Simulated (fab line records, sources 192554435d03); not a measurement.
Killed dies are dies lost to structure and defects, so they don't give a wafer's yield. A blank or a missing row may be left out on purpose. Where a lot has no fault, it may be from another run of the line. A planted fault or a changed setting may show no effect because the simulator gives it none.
A struck lot beside a sound one + flow n5-finfet + 34 steps out of a route of 1938
Sound: the wafers L434.1, L434.2, L434.6. Struck: wafer L423.1 (L423.2, L423.4, from the same lot, were not struck and are left out); the cause is given at the end.
Each step with rows lists, per side, the tool, then ch with its chambers, then its first start. Under that, the readings that differ: sound wafers + struck wafers + difference of the means + sigmas: that difference in standard deviations of wafers without a fault.
alike: a reading whose means differ by less than 2 such deviations, as well as words and numbers matching on both sides. not compared: withheld readings; readings where some wafer has no value; bounds like >300 that might hide an equal value; numbers whose values overlap and for which the record gives no deviation.
A row with sigmas, a row that says differs or no value, or rows on one side alone: a step with any of these is where the two part. Numbers that don't overlap but have no deviation are shown without sigmas and don't part them. A reading missing from all wafers of one side parts the sides only when that side holds two or more wafers.

first, 10 steps without rows for these wafers: N5_BEOL_M7_STRIP_80 (strips in N2/H2, time 10 s); N5_BEOL_M7_HM_STRIP_39 (strips TiN in peroxide tin strip, target depth 25 nm, time 158 s); N5_BEOL_M7_SRD_40 (time 30 s); N5_BEOL_M7_PRECLEAN_42 (cleans in residue remover, time 60 s); N5_BEOL_M7_SRD_43 (time 30 s); N5_BEOL_M7_CURE_75 (cures SiCOH lowk, time 120 s); N5_BEOL_M7_DEGAS_44 (time 60 s); N5_BEOL_M7_PRE_CLEAN_45 (time 30 s); N5_BEOL_M7_ALD_77 (deposits TaN, target thk 2 nm, pulse time 2 s, purge time 3 s); N5_BEOL_M7_SURFACE_TREAT_79.
N5_BEOL_M7_CVD_78: deposits Co from CCTBA/H2, target thk 2 nm, time 142.3 s.
  sound on cvd-co-02 ch 0,1,2, day 16 07:19; struck on cvd-co-01 ch 0,1,2, day 13 15:44
then, 22 steps without rows for these wafers: N5_BEOL_M7_SPUTTER_48 (material Cu, target thk 10 nm, time 1.667 s); N5_BEOL_M7_ECD_50 (material Cu, target thk 300 nm); N5_BEOL_M7_ANNEAL_51 (time 90 s); N5_BEOL_M7_CMP_52 (polishes, stops on SiCOH lowk, t overpolish 6.9 s, target thk 80 nm); N5_BEOL_M7_PRE_CLEAN_55 (time 15 s); N5_BEOL_M7_DEP_56 (deposits SiCN from 3MS/NH3, target thk 10 nm, time 17.5 s); N5_BEOL_M8_ILD_DEP_00 (deposits SiCOH lowk from DEMS/porogen, target thk 179.75 nm, time 33.4 s); N5_BEOL_M8_CURE_74 (cures SiCOH lowk, time 240 s); N5_BEOL_M8_PECVD_70 (deposits SiO2 from TEOS/O2, target thk 20 nm, time 22.7 s); N5_BEOL_M8_HM_DEP_02 (deposits TiN, target thk 20 nm); N5_BEOL_M8_COAT_59 (time 60 s, resist thk 100 nm); N5_BEOL_M8_COAT_60 (time 60 s, resist thk 35 nm); N5_BEOL_M8_COAT_05 (resist thk 90 nm); N5_BEOL_M8_EBR_07; N5_BEOL_M8_SOFTBAKE_06 (time 60 s); N5_BEOL_M8_EXPOSE_08 (exposes mask M8); N5_BEOL_M8_PEB_09 (peb time 60 s); N5_BEOL_M8_DEVELOP_10 (develop time 30 s); N5_BEOL_M8_DESCUM_16 (chemistry O2, time 7.9 s); N5_BEOL_M8_ETCH_61 (etches SiARC in CF4, target depth 45.5 nm, time 75.8 s); N5_BEOL_M8_ETCH_62 (etches SOC in N2/H2, target depth 110 nm, overetch 22 nm, time 165 s); N5_BEOL_M8_STRIP_68 (strips in N2/H2).
-- here the record skips 3 days between the struck wafers' starts before and after, leaving off in module BEOL_M8 and picking up in module PASSIVATION (first step shown: number 1936 of the route) --
N5_PASSIVATION_PROBE_49:
  record: rows for the struck wafers here (prober-01, day 16 17:55), none for the sound ones

WHERE THEY PART
Within this record, at N5_PASSIVATION_PROBE_49 only.

WHY: whatever the simulator had introduced
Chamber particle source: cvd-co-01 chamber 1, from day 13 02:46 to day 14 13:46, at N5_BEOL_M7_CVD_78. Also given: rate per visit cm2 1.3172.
